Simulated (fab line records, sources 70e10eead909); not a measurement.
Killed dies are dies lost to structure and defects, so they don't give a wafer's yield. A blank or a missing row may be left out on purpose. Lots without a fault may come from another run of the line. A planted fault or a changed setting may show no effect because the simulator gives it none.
A struck lot beside a sound one | flow nand_harc | 19 steps out of a route of 1159
Sound: wafers L429.4, L429.5, L429.6. Struck: wafers L440.2, L440.3, L440.5. The cause comes at the end.
At each step with rows: each side's tool, then ch and its chambers, then its first start. Under that, the readings that differ: sound wafers | struck wafers | difference of the means | sigmas: that difference in standard deviations of wafers without a fault.
alike: readings whose means differ by less than 2 such deviations, and words and numbers that are the same on both sides. not compared: withheld readings, readings that some wafer has no value for, bounds like >300 that may hide the same value, and numbers for which the record gives no deviation and whose values overlap.
The two part at a step that has a row with sigmas, a row that says differs or no value, or rows on one side only. Numbers that don't overlap but have no deviation are shown without sigmas and don't part them. A reading that every wafer of one side lacks parts them only if that side has two wafers or more.

NHARC_P_GATE_CD_MEAS_59: target cd 720 nm.
  sound on cd_sem-02 ch 0, day 5 12:47; struck on cd_sem-02 ch 0, day 8 11:29
  reading    | sound             | struck            | difference | sigmas
  cd_nm (nm) | 720.2 717.8 716.8 | 723.3 726.1 723.7 | +6.1       | +3
then, 1 step without rows for these wafers: NHARC_P_GATE_HARDBAKE_60 (time 80 s).
NHARC_P_GATE_DESCUM_61: chemistry O2, time 3 s.
  sound on rie_diel-05 ch 0,1,3, day 5 12:59; struck on rie_diel-08 ch 1,2, day 8 11:38
  alike: drypump_motor_current_A, oes_product_au, rf_vpp_V, showerhead_plenum_p_Torr, throttle_valve_pct
  not compared: rf_hours_counter_h
then, 1 step without rows for these wafers: NHARC_P_GATE_IMPLANT_62.
NHARC_P_GATE_STRIP_112: strips in N2/H2, time 200 s.
  sound on plasma_asher-02 ch 0,1, day 5 13:32; struck on plasma_asher-02 ch 0,1, day 8 12:01
  alike: drypump_motor_current_A, heater_power_w
  not compared: rf_hours_counter_h
NHARC_P_GATE_STRIP_76: strips in O2.
  sound on plasma_asher-02 ch 0,1, day 5 13:41; struck on plasma_asher-02 ch 0,1, day 8 12:16
  alike: drypump_motor_current_A, heater_power_w
  not compared: rf_hours_counter_h
then, 6 steps without rows for these wafers: NHARC_P_GATE_STRIP_63 (strips in SPM, time 900 s); NHARC_P_GATE_DEHYDRATE_83 (time 120 s); NHARC_P_GATE_HMDS_84 (time 30 s); NHARC_P_GATE_COAT_85; NHARC_P_GATE_SOFTBAKE_86 (time 95 s); NHARC_P_GATE_EBR_87.
NHARC_P_GATE_EXPOSE_88: exposes mask P HVN, target cd 2000 nm.
  sound on krf_scanner-01 ch 0, day 5 14:19; struck on krf_scanner-04 ch 0, day 8 13:02
  reading | sound                   | struck                           | difference | sigmas
  mask    | P_HVN#0 P_HVN#0 P_HVN#0 | P_HVN_R1#0 P_HVN_R1#0 P_HVN_R1#0 | differs    |
then, 2 steps without rows for these wafers: NHARC_P_GATE_PEB_89 (peb time 85 s); NHARC_P_GATE_DEVELOP_90 (time 70 s).
NHARC_P_GATE_CD_MEAS_91: target cd 2000 nm.
  sound on cd_sem-03 ch 0, day 5 14:28; struck on cd_sem-03 ch 0, day 8 13:12
  reading    | sound                | struck               | difference | sigmas
  cd_nm (nm) | 2000.6 2001.7 2000.8 | 1934.9 1933.7 1935.6 | -66.3      | -32
then, 1 step without rows for these wafers: NHARC_P_GATE_HARDBAKE_92 (time 80 s).
NHARC_P_GATE_DESCUM_93: chemistry O2, time 3 s.
  sound on rie_diel-02 ch 1,2,3, day 5 14:39; struck on rie_diel-02 ch 0,2, day 8 13:21
  reading                 | sound          | struck         | difference | sigmas
  model.P_GATE.cd_nm (nm) | 2000 2000 2000 | 1936 1933 1936 | -65        |
  alike: drypump_motor_current_A, oes_product_au, rf_vpp_V, showerhead_plenum_p_Torr, throttle_valve_pct
  not compared: rf_hours_counter_h
then, 1 step without rows for these wafers: NHARC_P_GATE_IMPLANT_94.

WHERE THEY PART
First at NHARC_P_GATE_CD_MEAS_59; last, within this record, at NHARC_P_GATE_CD_MEAS_91. Later steps at which nothing parts them and some readings are alike: NHARC_P_GATE_DESCUM_93.

WHY: what the simulator had put in
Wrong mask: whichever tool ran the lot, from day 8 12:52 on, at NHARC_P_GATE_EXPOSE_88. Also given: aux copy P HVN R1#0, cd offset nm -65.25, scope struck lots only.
